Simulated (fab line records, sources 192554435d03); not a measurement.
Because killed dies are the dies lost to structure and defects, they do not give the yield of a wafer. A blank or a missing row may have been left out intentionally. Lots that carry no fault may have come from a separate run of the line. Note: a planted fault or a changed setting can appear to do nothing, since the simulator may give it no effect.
Split-lot study -- flow n5_finfet -- 21 wafers read from 7 lots, route of 1938 steps

## ON THE SPLIT
At N5_BEOL_M0_SAQP_EXPOSE_11 (exposes mask M0 CORE, target cd 42 nm), the setting dose_mj was moved away from the recipe's 55 on 6 of the 21 wafers read, by -6.5% to +4.3%. This setting was run at the recipe's value on the other wafers.

## FROM THE SPLIT TO THE READING: what the file shows between them, 2 steps
- N5_BEOL_M0_SAQP_PEB_12: peb time 60 s
- N5_BEOL_M0_SAQP_DEVELOP_13: develop time 30 s

## THE READING
cd_nm at N5_BEOL_M0_SAQP_CD_MEAS_14, given in nm (cd target 42.5 nm). Typical for fault-free wafers on this fab line: 42.4 nm, with standard deviation 0.35 nm.

wafer,"tool, chamber at the split",dose_mj as run,against the recipe,"cd_nm, nm",against lot-mates on the recipe
L075.1,"arfi_scanner-01, 0",55,recipe,42.4,-
L075.3,"arfi_scanner-01, 0",55,recipe,42.2,-
L075.4,"arfi_scanner-01, 0",55,recipe,42.9,-
L074.3,"arfi_scanner-02, 0",55,recipe,42.9,-
L074.4,"arfi_scanner-02, 0",57.34,+4.3%,41.0,-1.9
L074.6,"arfi_scanner-02, 0",57.34,+4.3%,41.1,-1.8
L077.1,"arfi_scanner-01, 0",55,recipe,42.8,-
L077.3,"arfi_scanner-01, 0",53.58,-2.6%,44.0,+0.9
L077.6,"arfi_scanner-01, 0",55,recipe,43.4,-
L085.2,"arfi_scanner-03, 0",55,recipe,42.8,-
L085.3,"arfi_scanner-03, 0",55,recipe,42.2,-
L085.4,"arfi_scanner-03, 0",55,recipe,42.5,-
L086.2,"arfi_scanner-02, 0",55,recipe,42.4,-
L086.3,"arfi_scanner-02, 0",55,recipe,42.1,-
L086.5,"arfi_scanner-02, 0",55,recipe,42.2,-
L089.1,"arfi_scanner-01, 0",56.78,+3.2%,41.9,-0.6
L089.4,"arfi_scanner-01, 0",56.78,+3.2%,41.7,-0.8
L089.6,"arfi_scanner-01, 0",55,recipe,42.5,-
L093.1,"arfi_scanner-01, 0",55,recipe,42.0,-
L093.5,"arfi_scanner-01, 0",51.42,-6.5%,44.9,+2.5
L093.6,"arfi_scanner-01, 0",55,recipe,42.7,-

THE FIT
A straight line over all 21 wafers: cd_nm changes by -0.348 nm for each +1% of dose_mj; r = -0.91; the points scatter about the line by 0.37 nm.
The same after taking each lot's own level away (the mean of its wafers on the recipe; 21 wafers): -0.371 nm for each +1%; r = -0.95; scatter 0.29 nm.
According to that fit, moving dose_mj by its largest amount changes the reading by 2.4 nm.
From 42.23 to 43.10 nm: that is the span of the lots' own levels, equal to 2.5 times the standard deviation above.
The two slopes agree, so the slope changes little with the lot-to-lot level.
Check: with one of the wafers moved furthest among these (-6.5%) left out of the fit, the line predicts +2.33 nm for it against its lot-mates. It came out at +2.55 nm against them.

## OTHER SPLITS APPLIED TO THESE WAFERS
These wafers also went through other splits before the reading. Each is held against what the fit with the lots' levels taken away leaves over:
other split on the same wafers,wafers away from the commonest value,r with cd_nm (lot level and that fit taken away)
N5_SD_EPI_P_COAT_34 spin_rpm,5,+0.09
N5_SD_EPI_P_DESCUM_14 time_s,8,+0.29
N5_HKMG_FIN_COAT_30 spin_rpm,7,-0.10
N5_HKMG_FIN_ETCH_32 source_w,11,+0.00
N5_MOL_CONTACT_COAG_DESCUM_45 time_s,7,-0.22
N5_BEOL_M0_SAQP_PECVD_04 time_s,6,-0.51

## THE FILE'S OWN FIT
cd_nm changes by -0.375 nm for each +1% of dose_mj, r = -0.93.
